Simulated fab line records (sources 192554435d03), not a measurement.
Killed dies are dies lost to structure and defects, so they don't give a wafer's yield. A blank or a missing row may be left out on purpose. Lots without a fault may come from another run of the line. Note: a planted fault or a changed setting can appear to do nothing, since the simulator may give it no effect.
Split-lot experiment :: flow n5Finfet :: route with 1938 steps; 7 lots, 21 wafers read

== THE SPLIT ITSELF ==
At N5_BEOL_M8_TRENCH_ETCH_37 (etches SiCOH lowk in C4F6/O2, target depth 93.478 nm, time 31.2 s), the setting timeS was moved away from the recipe's 31.2 s on 6 of the 21 wafers read, by -22.0% to +15.2%. All remaining wafers had this setting at the recipe value.

== FROM THE SPLIT TO THE READING: what the file shows between them, 11 steps ==
- N5_BEOL_M8_ETCH_41: etches SiCN in CH3F/O2, target depth 31.9 nm, time 57.8 s
- N5_BEOL_M8_STRIP_80: strips in N2/H2, time 10 s
- N5_BEOL_M8_OCD_MEAS_38
- N5_BEOL_M8_HM_STRIP_39: strips TiN in peroxide tin strip, target depth 25 nm, time 158 s
- N5_BEOL_M8_SRD_40: time 30 s
- N5_BEOL_M8_ECD_50: material Cu, target thk 300 nm
- N5_BEOL_M8_ANNEAL_51: time 90 s
- N5_BEOL_M8_CMP_52: polishes, stops on SiCOH lowk, t overpolish 6.9 s, target thk 80 nm
- N5_BEOL_M8_THK_MEAS_53: measures by xrf
- N5_BEOL_M8_PRE_CLEAN_55: time 15 s
- N5_BEOL_M8_DEP_56: deposits SiCN from 3MS/NH3, target thk 10 nm, time 17.5 s

== THE READING ==
At N5_BEOL_M8_RS_MEAS_57, a four-point-probe measurement gives M8_RS in ohm/sq. A value of 0.286 ohm/sq with a standard deviation of 0.0084 ohm/sq is what fault-free wafers of this fab line usually give.

wafer: L082.1
tool, chamber at the split: rieDiel-03, 0
timeS as run, s: 35.94
against the recipe: +15.2%
M8_RS, ohm/sq: 0.231
against lot-mates on the recipe: -0.054

wafer: L082.2
tool, chamber at the split: rieDiel-03, 1
timeS as run, s: 31.2
against the recipe: recipe
M8_RS, ohm/sq: 0.289
against lot-mates on the recipe: -

wafer: L082.4
tool, chamber at the split: rieDiel-03, 2
timeS as run, s: 31.2
against the recipe: recipe
M8_RS, ohm/sq: 0.281
against lot-mates on the recipe: -

wafer: L077.2
tool, chamber at the split: rieDiel-04, 0
timeS as run, s: 31.2
against the recipe: recipe
M8_RS, ohm/sq: 0.291
against lot-mates on the recipe: -

wafer: L077.4
tool, chamber at the split: rieDiel-04, 3
timeS as run, s: 31.2
against the recipe: recipe
M8_RS, ohm/sq: 0.275
against lot-mates on the recipe: -

wafer: L077.5
tool, chamber at the split: rieDiel-04, 3
timeS as run, s: 33.56
against the recipe: +7.6%
M8_RS, ohm/sq: 0.249
against lot-mates on the recipe: -0.034

wafer: L083.2
tool, chamber at the split: rieDiel-05, 0
timeS as run, s: 31.2
against the recipe: recipe
M8_RS, ohm/sq: 0.282
against lot-mates on the recipe: -

wafer: L083.4
tool, chamber at the split: rieDiel-05, 3
timeS as run, s: 31.2
against the recipe: recipe
M8_RS, ohm/sq: 0.288
against lot-mates on the recipe: -

wafer: L083.5
tool, chamber at the split: rieDiel-05, 0
timeS as run, s: 27.34
against the recipe: -12.4%
M8_RS, ohm/sq: 0.354
against lot-mates on the recipe: +0.069

wafer: L086.1
tool, chamber at the split: rieDiel-05, 1
timeS as run, s: 31.2
against the recipe: recipe
M8_RS, ohm/sq: 0.288
against lot-mates on the recipe: -

wafer: L086.3
tool, chamber at the split: rieDiel-05, 2
timeS as run, s: 31.2
against the recipe: recipe
M8_RS, ohm/sq: 0.285
against lot-mates on the recipe: -

wafer: L086.5
tool, chamber at the split: rieDiel-05, 3
timeS as run, s: 27.76
against the recipe: -11.0%
M8_RS, ohm/sq: 0.354
against lot-mates on the recipe: +0.068

wafer: L087.1
tool, chamber at the split: rieDiel-05, 0
timeS as run, s: 31.2
against the recipe: recipe
M8_RS, ohm/sq: 0.292
against lot-mates on the recipe: -

wafer: L087.2
tool, chamber at the split: rieDiel-05, 2
timeS as run, s: 24.35
against the recipe: -22.0%
M8_RS, ohm/sq: 0.401
against lot-mates on the recipe: +0.109

wafer: L087.4
tool, chamber at the split: rieDiel-05, 1
timeS as run, s: 24.35
against the recipe: -22.0%
M8_RS, ohm/sq: 0.413
against lot-mates on the recipe: +0.121

wafer: L090.2
tool, chamber at the split: rieDiel-04, 3
timeS as run, s: 31.2
against the recipe: recipe
M8_RS, ohm/sq: 0.268
against lot-mates on the recipe: -

wafer: L090.3
tool, chamber at the split: rieDiel-04, 2
timeS as run, s: 31.2
against the recipe: recipe
M8_RS, ohm/sq: 0.283
against lot-mates on the recipe: -

wafer: L090.5
tool, chamber at the split: rieDiel-04, 2
timeS as run, s: 31.2
against the recipe: recipe
M8_RS, ohm/sq: 0.272
against lot-mates on the recipe: -

wafer: L092.1
tool, chamber at the split: rieDiel-05, 2
timeS as run, s: 31.2
against the recipe: recipe
M8_RS, ohm/sq: 0.291
against lot-mates on the recipe: -

wafer: L092.2
tool, chamber at the split: rieDiel-05, 3
timeS as run, s: 31.2
against the recipe: recipe
M8_RS, ohm/sq: 0.287
against lot-mates on the recipe: -

wafer: L092.4
tool, chamber at the split: rieDiel-05, 1
timeS as run, s: 31.2
against the recipe: recipe
M8_RS, ohm/sq: 0.283
against lot-mates on the recipe: -

FIT RESULTS
A straight line over all 21 wafers: M8_RS changes by -0.00523 ohm/sq for each +1% of timeS; r = -0.98; the points scatter about the line by 0.0093 ohm/sq.
The same after taking each lot's own level away (the mean of its wafers on the recipe; 21 wafers): -0.00498 ohm/sq for each +1%; r = -0.99; scatter 0.0073 ohm/sq.
The reading moves by 0.11 ohm/sq for the largest change in timeS, on that fit.
Across the lots, their own levels run from 0.2743 to 0.2920 ohm/sq, a range of 2.1 times the standard deviation given above.
Consequently the slope shifts little with the lot-to-lot level, the two slopes agreeing.
Check: with one of the wafers moved furthest among these (-22.0%) left out of the fit, the line predicts +0.114 ohm/sq for it against its lot-mates. It came out at +0.109 ohm/sq against them.

== THESE WAFERS: OTHER SPLITS ==
Before the reading, these wafers also passed through other splits. Each is held against what the fit with the lots' levels taken away leaves over:
other split on the same wafers: N5_BEOL_M7_EXPOSE_08 doseMj
wafers away from the commonest value: 9
r with M8_RS (lot level and that fit taken away): +0.23

other split on the same wafers: N5_BEOL_M7_STRIP_19 pressureMtorr
wafers away from the commonest value: 15
r with M8_RS (lot level and that fit taken away): -0.27

other split on the same wafers: N5_BEOL_M8_DESCUM_33 timeS
wafers away from the commonest value: 10
r with M8_RS (lot level and that fit taken away): +0.33

== THE WHOLE CHAIN: every reading that the file lists as answering this split, in the file's order ==
step: N5_BEOL_M8_TRENCH_ETCH_37
what it does: etches SiCOH lowk in C4F6/O2, target depth 93.478 nm, time 31.2 s
reading: BEOL_M8.featureDepthNm (the simulator's own value, which no gauge read)
change (the file's fit): +0.958 nm for each +1% of the setting
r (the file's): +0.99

step: N5_BEOL_M8_TRENCH_ETCH_37
what it does: etches SiCOH lowk in C4F6/O2, target depth 93.478 nm, time 31.2 s
reading: etch.depthNm (the simulator's own value, which no gauge read)
change (the file's fit): +0.96 nm for each +1% of the setting
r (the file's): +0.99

step: N5_BEOL_M8_OCD_MEAS_38
what it does: 
reading: trenchDepthNm
change (the file's fit): +0.971 nm for each +1% of the setting
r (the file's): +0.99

step: N5_BEOL_M8_CMP_52
what it does: polishes, stops on SiCOH lowk, t overpolish 6.9 s, target thk 80 nm
reading: Cu_of_BEOL_M8_ECD_50.thkNm (the simulator's own value, which no gauge read)
change (the file's fit): +0.993 nm for each +1% of the setting
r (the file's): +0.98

step: N5_BEOL_M8_THK_MEAS_53
what it does: measures by xrf
reading: M8_THK
change (the file's fit): +0.996 for each +1% of the setting
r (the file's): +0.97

step: N5_BEOL_M8_RS_MEAS_57
what it does: measures by four-point-probe
reading: M8_RS
change (the file's fit): -0.00498 for each +1% of the setting
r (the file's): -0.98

== THE FILE'S OWN FIT ==
M8_RS changes by -0.00498 ohm/sq for each +1% of timeS, r = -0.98.
